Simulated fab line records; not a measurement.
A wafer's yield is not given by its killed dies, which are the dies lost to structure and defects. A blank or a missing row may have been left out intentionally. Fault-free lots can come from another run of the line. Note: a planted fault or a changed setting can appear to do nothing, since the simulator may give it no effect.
A struck lot beside a sound one / flow nand-harc / 15 steps out of a route of 1302
Sound: the wafers L419.1, L419.3, L419.4. The struck wafers were L416.4, L416.5, L416.6. The cause comes at the end.
Each step with rows lists, per side, the tool, then ch with its chambers, then its first start. Under that, the readings that differ: sound wafers / struck wafers / difference of the means / sigmas: that difference in standard deviations of wafers without a fault.
alike: a reading whose means differ by less than 2 such deviations, as well as words and numbers matching on both sides. not compared: withheld readings; readings where some wafer has no value; bounds like >300 that might hide an equal value; numbers whose values overlap and for which the record gives no deviation.
The two part at a step that has a row with sigmas, a row that says differs or no value, or rows on one side only. Non-overlapping numbers with no deviation appear without sigmas and do not part them. A reading missing from all wafers of one side parts the sides only when that side holds two or more wafers.

first, 1 step without rows for these wafers: NHARC_A_CHANNEL_FILL_D1_SRD_12.
NHARC_A_CHANNEL_FILL_D1_INSPECT_13:
  sound: defect-inspect-01 at day 18 07:24; struck: defect-inspect-02 at day 16 19:23
  alike: raw-defect-count
NHARC_A_DECK1_JOINT_ETCHBACK_07: etches the open film in HBr, target depth 105 nm, time 26.9 s.
  sound on rie-si-03 ch 0,2,3, day 18 07:28; struck on rie-si-04 ch 2,3, day 16 19:27
reading=drypump-motor-current-A (A); sound=5.78 5.61 5.36; struck=6.30 6.02 6.32; difference=+0.63; sigmas=+2
  alike: oes-product-au, throttle-valve-pct
  not compared: rf-hours-counter-h
then, 8 steps without rows for these wafers: NHARC_A_DECK1_JOINT_ETCH_25 (etches SiO2 in dHF, target depth 0.5 nm); NHARC_A_DECK1_JOINT_ETCH_19 (etches poly-Si in TMAH, target depth 3 nm); NHARC_A_DECK1_JOINT_ETCH_18 (etches SiO2 in dHF, target depth 3 nm); NHARC_A_DECK1_JOINT_WET_08 (chemistry H3PO4, time 86 s); NHARC_A_DECK1_JOINT_ETCH_09 (etches SiO2 in dHF, target depth 5 nm); NHARC_A_DECK1_JOINT_WET_10 (chemistry H3PO4, time 86 s); NHARC_A_DECK1_JOINT_ETCH_11 (etches SiO2 in dHF, target depth 35 nm); NHARC_A_DECK1_JOINT_CVD_12 (deposits poly-Si, target thk 90 nm, time 1800 s).
NHARC_A_DECK1_JOINT_CMP_13: polishes, target thk 51.023 nm.
  sound on cmp-01 ch 1,2,3, day 18 17:44; struck on cmp-04 ch 0,2,3, day 17 05:49
  no value came back on the struck wafers for edge-zone-pressure-frac, motor-current-A (A), time-to-endpoint-s (s); on the sound wafers edge-zone-pressure-frac reads 1.002 0.997 0.999
NHARC_A_DECK1_JOINT_THK_MEAS_14: measures by ellipsometry.
  sound: film-metro-01 at day 18 17:59; struck: film-metro-01 at day 17 06:00
reading=thk-nm (nm); sound=52.5 49.8 50.3; struck=89.4 88.1 89.6; difference=+38.2; sigmas=+22
next, for these wafers, 1 step has no rows: NHARC_A_DECK1_JOINT_SRD_04.
-- record jumps: 13 days between struck wafers' starts before vs after; left off in module A_DECK1_JOINT, resumes in module END, first step shown is number 1302 of the route --
NHARC_END_SORT_01:
  at this point the record logs the struck wafers (prober-01 ch 0, day 30 00:45) and has no rows for the sound ones

## WHERE THEY PART
At NHARC_A_DECK1_JOINT_ETCHBACK_07 first; at NHARC_END_SORT_01 last (within this record only).

WHY: what had been put in by the simulator
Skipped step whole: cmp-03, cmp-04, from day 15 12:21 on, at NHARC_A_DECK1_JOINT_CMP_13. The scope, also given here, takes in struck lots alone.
